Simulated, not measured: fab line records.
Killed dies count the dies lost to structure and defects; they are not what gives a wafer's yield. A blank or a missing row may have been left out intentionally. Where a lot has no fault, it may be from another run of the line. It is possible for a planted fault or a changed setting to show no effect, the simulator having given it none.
What tool caused it? + flow n5 finfet + Sampling: 10 lots, 30 wafers, 5 of 1938 route steps

== WHAT EACH GAUGE READ, for each wafer ==
N5_BEOL_M4_RC_MEAS_101. Usual: DIBL_N 36.4 mV/V, standard deviation 1.4; DIBL_P 36.3 mV/V, standard deviation 1.5; IOFF_N 0.162 nA/um, standard deviation 0.023; IOFF_P 0.211 nA/um, standard deviation 0.027; ION_N 676 uA/um, standard deviation 9.7; ION_P 463 uA/um, standard deviation 6.4; SS_N 71.5 mV/dec, standard deviation 0.5; SS_P 73.3 mV/dec, standard deviation 0.6; VT_N 249.3 mV, standard deviation 2.5; VT_P -249.9 mV, standard deviation 2.8.
| lot  | measured     | on        | DIBL_N (mV/V)  | DIBL_P (mV/V)  | IOFF_N (nA/um)    | IOFF_P (nA/um)    | ION_N (uA/um) | ION_P (uA/um) | SS_N (mV/dec)  | SS_P (mV/dec)  | VT_N (mV)         | VT_P (mV)            | flag |
|------|--------------|-----------|----------------|----------------|-------------------|-------------------|---------------|---------------|----------------|----------------|-------------------|----------------------|------|
| L650 | day 7 19:14  | prober-02 | 37.8 37.2 38.0 | 35.0 35.9 36.3 | 0.163 0.155 0.161 | 0.205 0.225 0.222 | 663 672 664   | 456 466 457   | 72.0 71.1 71.8 | 73.1 72.1 73.2 | 250.6 249.4 250.6 | -251.6 -249.4 -248.1 |      |
| L649 | day 8 03:00  | prober-02 | 38.5 37.3 37.8 | 37.2 36.1 36.4 | 0.193 0.166 0.186 | 0.238 0.221 0.228 | 675 675 676   | 461 467 459   | 72.4 71.7 72.4 | 73.6 73.4 74.0 | 249.0 249.5 248.0 | -247.1 -250.3 -248.3 |      |
| L653 | day 8 16:02  | prober-01 | 35.9 39.0 37.4 | 37.0 40.1 38.5 | 0.152 0.200 0.177 | 0.193 0.232 0.216 | 684 688 687   | 469 461 460   | 71.6 72.1 71.7 | 73.0 74.7 73.4 | 251.4 246.1 248.7 | -254.5 -250.3 -253.0 |      |
| L655 | day 9 05:01  | prober-02 | 35.4 36.2 33.2 | 36.3 37.1 33.3 | 0.174 0.183 0.131 | 0.253 0.274 0.208 | 677 678 675   | 470 472 471   | 71.4 71.1 71.1 | 73.0 73.0 72.1 | 247.8 246.7 250.9 | -245.6 -242.0 -245.3 |      |
| L660 | day 10 20:30 | prober-01 | 35.7 36.9 37.6 | 34.9 36.0 35.8 | 0.142 0.154 0.162 | 0.204 0.207 0.207 | 672 660 661   | 468 459 452   | 71.3 71.2 72.1 | 72.5 73.3 72.9 | 249.4 246.6 251.6 | -246.3 -248.5 -247.9 |      |
| L663 | day 11 18:20 | prober-01 | 34.3 34.6 35.2 | 35.4 35.9 36.9 | 0.136 0.147 0.150 | 0.184 0.193 0.198 | 668 677 685   | 454 472 471   | 71.1 70.8 72.1 | 73.6 74.0 73.9 | 251.5 252.0 250.6 | -252.0 -252.7 -252.0 |      |
| L664 | day 11 14:55 | prober-01 | 35.0 35.0 35.4 | 35.2 35.0 35.9 | 0.154 0.155 0.172 | 0.215 0.213 0.230 | 688 680 681   | 472 469 466   | 71.2 70.3 71.2 | 74.1 73.4 73.5 | 246.0 250.0 244.4 | -248.1 -248.0 -247.5 |      |
| L668 | day 13 04:40 | prober-02 | 35.7 36.4 36.1 | 35.6 37.2 36.2 | 0.161 0.173 0.163 | 0.188 0.212 0.193 | 681 675 689   | 458 457 462   | 72.2 71.8 71.4 | 73.8 74.8 73.2 | 249.8 248.5 250.0 | -252.5 -249.4 -252.2 |      |
| L670 | day 13 06:31 | prober-01 | 37.0 37.3 36.8 | 36.4 36.7 36.8 | 0.156 0.175 0.174 | 0.200 0.210 0.204 | 667 675 687   | 459 459 470   | 72.0 71.3 71.8 | 74.1 74.1 74.6 | 250.4 249.3 245.5 | -252.9 -251.6 -251.3 |      |
| L669 | day 13 07:33 | prober-02 | 36.0 36.4 36.4 | 34.2 33.9 35.0 | 0.153 0.162 0.162 | 0.213 0.216 0.231 | 670 661 665   | 462 457 466   | 71.6 71.6 71.4 | 73.0 71.9 73.6 | 250.2 250.8 250.8 | -250.2 -246.2 -248.0 |      |

== TOOL THAT RAN EACH LOT (tool first, then ch and the chambers of the sampled wafers, then the start) ==
| lot  | N5_BEOL_M1_ANNEAL_82         | N5_BEOL_M1_SPUTTER_90        | N5_BEOL_M1_ANNEAL_91         | N5_BEOL_M1_SPUTTER_92        |
|------|------------------------------|------------------------------|------------------------------|------------------------------|
| L650 | pvd sputter-02, day 6 11:26  | pvd sputter-02, day 6 12:01  | pvd sputter-02, day 6 12:06  | pvd sputter-02, day 6 12:14  |
| L649 | pvd sputter-01, day 6 12:48  | pvd sputter-01, day 6 13:23  | pvd sputter-01, day 6 13:28  | pvd sputter-01, day 6 13:36  |
| L653 | pvd sputter-03, day 7 08:55  | pvd sputter-03, day 7 09:29  | pvd sputter-03, day 7 09:34  | pvd sputter-03, day 7 09:43  |
| L655 | pvd sputter-03, day 7 20:11  | pvd sputter-03, day 7 20:46  | pvd sputter-03, day 7 20:50  | pvd sputter-03, day 7 20:59  |
| L660 | pvd sputter-02, day 9 08:45  | pvd sputter-02, day 9 09:20  | pvd sputter-02, day 9 09:25  | pvd sputter-02, day 9 09:33  |
| L663 | pvd sputter-03, day 9 20:53  | pvd sputter-03, day 9 21:28  | pvd sputter-03, day 9 21:32  | pvd sputter-03, day 9 21:41  |
| L664 | pvd sputter-01, day 9 21:00  | pvd sputter-01, day 9 21:35  | pvd sputter-01, day 9 21:40  | pvd sputter-01, day 9 21:48  |
| L668 | pvd sputter-03, day 11 15:47 | pvd sputter-03, day 11 16:22 | pvd sputter-03, day 11 16:27 | pvd sputter-03, day 11 16:35 |
| L670 | pvd sputter-03, day 11 18:37 | pvd sputter-03, day 11 19:12 | pvd sputter-03, day 11 19:17 | pvd sputter-03, day 11 19:25 |
| L669 | pvd sputter-03, day 11 21:42 | pvd sputter-03, day 11 22:17 | pvd sputter-03, day 11 22:22 | pvd sputter-03, day 11 22:30 |
- N5_BEOL_M1_ANNEAL_82: time 240 s.
- N5_BEOL_M1_SPUTTER_90: material Cu, target thk 4.5 nm, time 8.29 s.
- N5_BEOL_M1_ANNEAL_91: time 240 s.
- N5_BEOL_M1_SPUTTER_92: material Cu, target thk 4.5 nm, time 8.29 s.

== WHAT THE TOOLS THEMSELVES READ (means of the sampled wafers that have a number; where no wafer has one, the mark that the record gives instead) ==
N5_BEOL_M1_ANNEAL_82. Usual: heater power w at 842 W, with a standard deviation of 110.
| lot  | tool           | heater power w (W) | flag |
|------|----------------|--------------------|------|
| L650 | pvd sputter-02 | 916                |      |
| L649 | pvd sputter-01 | 869                |      |
| L653 | pvd sputter-03 | 864                |      |
| L655 | pvd sputter-03 | 843                |      |
| L660 | pvd sputter-02 | 901                |      |
| L663 | pvd sputter-03 | 819                |      |
| L664 | pvd sputter-01 | 854                |      |
| L668 | pvd sputter-03 | 772                |      |
| L670 | pvd sputter-03 | 771                |      |
| L669 | pvd sputter-03 | 778                |      |

N5_BEOL_M1_SPUTTER_90. Usual: chamber pressure pa 0.06998 Pa, standard deviation 0.00014; chuck gas flow sccm 1.26 sccm, standard deviation 0.053; throttle valve pct 30.1 %, standard deviation 0.39.
| lot  | tool           | chamber pressure pa (Pa) | chuck gas flow sccm (sccm) | throttle valve pct (%) | flag |
|------|----------------|--------------------------|----------------------------|------------------------|------|
| L650 | pvd sputter-02 | 0.07000                  | 1.26                       | 30.0                   |      |
| L649 | pvd sputter-01 | 0.06986                  | 1.28                       | 30.2                   |      |
| L653 | pvd sputter-03 | 0.06979                  | 1.31                       | 29.8                   |      |
| L655 | pvd sputter-03 | 0.06986                  | 1.29                       | 29.9                   |      |
| L660 | pvd sputter-02 | 0.06989                  | 1.25                       | 29.8                   |      |
| L663 | pvd sputter-03 | 0.06999                  | 1.29                       | 30.2                   |      |
| L664 | pvd sputter-01 | 0.07000                  | 1.28                       | 30.3                   |      |
| L668 | pvd sputter-03 | 0.07005                  | 1.22                       | 30.1                   |      |
| L670 | pvd sputter-03 | 0.07001                  | 1.25                       | 30.1                   |      |
| L669 | pvd sputter-03 | 0.06999                  | 1.28                       | 30.1                   |      |

N5_BEOL_M1_ANNEAL_91. Usual: heater power w at 843 W, with a standard deviation of 110.
| lot  | tool           | heater power w (W) | flag |
|------|----------------|--------------------|------|
| L650 | pvd sputter-02 | 893                |      |
| L649 | pvd sputter-01 | 856                |      |
| L653 | pvd sputter-03 | 858                |      |
| L655 | pvd sputter-03 | 830                |      |
| L660 | pvd sputter-02 | 914                |      |
| L663 | pvd sputter-03 | 821                |      |
| L664 | pvd sputter-01 | 884                |      |
| L668 | pvd sputter-03 | 781                |      |
| L670 | pvd sputter-03 | 770                |      |
| L669 | pvd sputter-03 | 775                |      |

N5_BEOL_M1_SPUTTER_92. Usual: chamber pressure pa 0.06998 Pa, standard deviation 0.00013; chuck gas flow sccm 1.25 sccm, standard deviation 0.058; throttle valve pct 30.1 %, standard deviation 0.4.
| lot  | tool           | chamber pressure pa (Pa) | chuck gas flow sccm (sccm) | throttle valve pct (%) | flag |
|------|----------------|--------------------------|----------------------------|------------------------|------|
| L650 | pvd sputter-02 | 0.06996                  | 1.26                       | 29.9                   |      |
| L649 | pvd sputter-01 | 0.06989                  | 1.20                       | 30.3                   |      |
| L653 | pvd sputter-03 | 0.07012                  | 1.31                       | 29.7                   |      |
| L655 | pvd sputter-03 | 0.06998                  | 1.29                       | 30.0                   |      |
| L660 | pvd sputter-02 | 0.06987                  | 1.27                       | 30.1                   |      |
| L663 | pvd sputter-03 | -                        | -                          | -                      | OFF  |
| L664 | pvd sputter-01 | -                        | -                          | -                      | OFF  |
| L668 | pvd sputter-03 | 0.06994                  | 1.24                       | 30.0                   |      |
| L670 | pvd sputter-03 | 0.06996                  | 1.26                       | 30.2                   |      |
| L669 | pvd sputter-03 | 0.06999                  | 1.23                       | 30.2                   |      |

== THE ANSWER, worked out from the rows above alone ==
Rule: a lot is off if the mean of its wafers that have a number lies more than 3 standard deviations from the usual mean. Also off: a lot with no number at a reading for which 4 or more lots have one. The other lots that the step has rows for count as sound. First the gauges in route order, then the tools' own readings, where a lot's mean is used as printed above. The first step at which some lot is off is used, and at that step the reading that is off furthest; a lot without a number counts as furthest.
Off at N5_BEOL_M1_SPUTTER_92 (chamber pressure pa): L663, L664. Without a number there: L663, L664.
If a tool, at that step or one of the process steps before it, ran each lot that is off and ran no sound lot following the first of them, it fits. Not one of the candidates tried fits.

== WHAT THE SIMULATOR HAD PUT IN ==
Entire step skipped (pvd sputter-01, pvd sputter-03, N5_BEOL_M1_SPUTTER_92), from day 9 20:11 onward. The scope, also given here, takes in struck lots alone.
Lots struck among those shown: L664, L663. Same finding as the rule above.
